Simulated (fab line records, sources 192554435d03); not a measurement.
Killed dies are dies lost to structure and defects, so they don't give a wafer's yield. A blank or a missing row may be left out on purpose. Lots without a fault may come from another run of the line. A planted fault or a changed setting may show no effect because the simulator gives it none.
Which tool did it? | flow n5_finfet | 11 lots, 33 wafers sampled, at 5 steps of a route of 1938

WHAT THE GAUGES READ, wafer by wafer
N5_BEOL_M11_INSPECT_58: inspects for defects (darkfield).
lot  | measured     | on                | raw_defect_count
L238 | day 12 05:14 | defect_inspect-01 | 143 46 79
L240 | day 12 08:57 | defect_inspect-01 | 57 91 59
L242 | day 12 17:39 | defect_inspect-02 | 36 40 23
L243 | day 13 02:10 | defect_inspect-02 | 89 81 47
L244 | day 13 18:14 | defect_inspect-02 | 78 91 69
L246 | day 14 07:25 | defect_inspect-02 | 71 45 64
L247 | day 15 00:22 | defect_inspect-02 | 479 416 519
L254 | day 16 11:09 | defect_inspect-02 | 56 54 64
L257 | day 16 14:24 | defect_inspect-02 | 44 66 50
L255 | day 16 14:35 | defect_inspect-02 | 494 412 480
L259 | day 18 02:26 | defect_inspect-02 | 100 115 111

WHICH TOOL RAN EACH LOT (tool, then ch and the chambers of the sampled wafers, then the start)
lot  | N5_BEOL_M11_CURE_72           | N5_BEOL_M11_PRE_CLEAN_45     | N5_BEOL_M11_PRE_CLEAN_55        | N5_BEOL_M11_DEP_56
L238 | uv_cure-02 ch 1, day 12 02:43 | pvd_sputter-03, day 12 03:14 | pecvd-01 ch 0,2, day 12 05:05   | pecvd-01 ch 0,2, day 12 05:07
L240 | uv_cure-01 ch 2, day 12 06:41 | pvd_sputter-02, day 12 07:22 | pecvd-04 ch 0,1,2, day 12 08:50 | pecvd-04 ch 0,1,2, day 12 08:52
L242 | uv_cure-03 ch 1, day 12 14:53 | pvd_sputter-03, day 12 16:02 | pecvd-02 ch 0,1, day 12 17:32   | pecvd-02 ch 0,1, day 12 17:34
L243 | uv_cure-02 ch 2, day 12 23:55 | pvd_sputter-02, day 13 00:23 | pecvd-04 ch 0,1, day 13 02:02   | pecvd-04 ch 0,1, day 13 02:04
L244 | uv_cure-01 ch 1, day 13 14:09 | pvd_sputter-02, day 13 15:48 | pecvd-02 ch 0,2, day 13 18:07   | pecvd-02 ch 0,2, day 13 18:08
L246 | uv_cure-02 ch 2, day 14 04:58 | pvd_sputter-01, day 14 05:35 | pecvd-01 ch 0,2, day 14 07:17   | pecvd-01 ch 0,2, day 14 07:19
L247 | uv_cure-02 ch 0, day 14 20:55 | pvd_sputter-03, day 14 22:46 | pecvd-02 ch 0,1,2, day 15 00:16 | pecvd-02 ch 0,1,2, day 15 00:17
L254 | uv_cure-01 ch 2, day 16 06:59 | pvd_sputter-02, day 16 09:20 | pecvd-01 ch 1,2, day 16 11:02   | pecvd-01 ch 1,2, day 16 11:04
L257 | uv_cure-01 ch 0, day 16 10:37 | pvd_sputter-01, day 16 10:59 | pecvd-04 ch 0,2, day 16 14:17   | pecvd-04 ch 0,2, day 16 14:19
L255 | uv_cure-03 ch 0, day 16 11:16 | pvd_sputter-03, day 16 11:35 | pecvd-02 ch 0,1,2, day 16 14:28 | pecvd-02 ch 0,1,2, day 16 14:30
L259 | uv_cure-03 ch 1, day 17 23:33 | pvd_sputter-01, day 18 00:26 | pecvd-01 ch 0,1,2, day 18 02:19 | pecvd-01 ch 0,1,2, day 18 02:20
- N5_BEOL_M11_CURE_72: cures SiCOH lowk, time 120 s.
- N5_BEOL_M11_PRE_CLEAN_45: time 30 s.
- N5_BEOL_M11_PRE_CLEAN_55: time 15 s.
- N5_BEOL_M11_DEP_56: deposits SiCN from 3MS/NH3, target thk 30 nm, time 10.5 s.

THE ANSWER, worked out from the rows above alone
Rule: what is usual is taken from the lots themselves. Put in order of their means at a reading, lots are off if they are a third of the lots or fewer, leave a main group of 4 or more, and stand apart from it by a gap of 3 or more times the standard deviation of the main group's means; of several such gaps the widest counts. A main group whose means are all the same, to the digits that the tables above print for the reading, isn't used. A lot without any number at a reading at which 4 lots or more have one is off too. The other lots that the step has rows for count as sound.
Off: L247, L255, at N5_BEOL_M11_INSPECT_58 (raw_defect_count). The main group: mean 69, standard deviation 21.
A tool fits if, at a process step before that reading, it ran every lot that is off, and no sound lot after the first of them. The gauges at N5_BEOL_M11_INSPECT_58 are tried like those tools. Can't be told from this: 2 tools fit, pvd_sputter-03 at N5_BEOL_M11_PRE_CLEAN_45, pecvd-02 at N5_BEOL_M11_PRE_CLEAN_55 and N5_BEOL_M11_DEP_56.

WHAT THE SIMULATOR HAD PUT IN
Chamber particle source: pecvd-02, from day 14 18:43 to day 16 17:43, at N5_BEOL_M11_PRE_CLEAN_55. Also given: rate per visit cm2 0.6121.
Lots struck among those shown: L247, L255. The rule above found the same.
